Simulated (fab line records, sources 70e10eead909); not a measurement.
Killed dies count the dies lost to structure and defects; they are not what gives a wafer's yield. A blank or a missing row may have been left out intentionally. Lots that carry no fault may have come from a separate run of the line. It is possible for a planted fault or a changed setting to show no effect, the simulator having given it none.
Matching of chambers || flow nand_harc || 3 sister chambers for NHARC_P_BONDPAD_CMP_19 on cmp-02
The step polishes, t overpolish 30 s, cu recess touch 16 s, target thk 160.81 nm. 3 wafers are shown with their chamber, then 4 later ones without.

WAFERS WITH THEIR CHAMBER
{"wafer": "L085.3", "chamber": 3, "motor_current_A (A)": 12.2}
{"wafer": "L092.1", "chamber": 1, "motor_current_A (A)": 11.9}
{"wafer": "L092.3", "chamber": 2, "motor_current_A (A)": 11.0}

WAFERS WHOSE CHAMBER IS MISSING
{"wafer": "L094.1", "motor_current_A (A)": 11.5}
{"wafer": "L094.2", "motor_current_A (A)": 11.5}
{"wafer": "L096.1", "motor_current_A (A)": 11.2}
{"wafer": "L096.6", "motor_current_A (A)": 11.3}

THE CHAMBER EACH PASSED THROUGH
{"wafer": "L094.1", "from the rows above": "can't be placed: 1 or 2 or 3", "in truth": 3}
{"wafer": "L094.2", "from the rows above": "can't be placed: 1 or 2 or 3", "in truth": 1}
{"wafer": "L096.1", "from the rows above": "can't be placed: 2 or 1", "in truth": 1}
{"wafer": "L096.6", "from the rows above": "can't be placed: 2 or 1 or 3", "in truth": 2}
Correctly placed: 0 of 4. Not placeable from these rows: 4 (in 4, the candidates include the true chamber). Number placed wrongly: 0.
How it was worked out, from the rows above alone: a wafer's distance from a chamber is the root of the sum, over the readings, of the square of ((its reading less the chamber's mean) divided by the reading's scatter). If the next closest chamber is less than 2 further off than the closest, the wafer can't be placed; otherwise it belongs to the closest. A chamber's mean is the mean of its shown wafers. The scatter: with one shown wafer a chamber, the root of the mean of the squares of how far each hidden wafer lies from its nearest shown one.
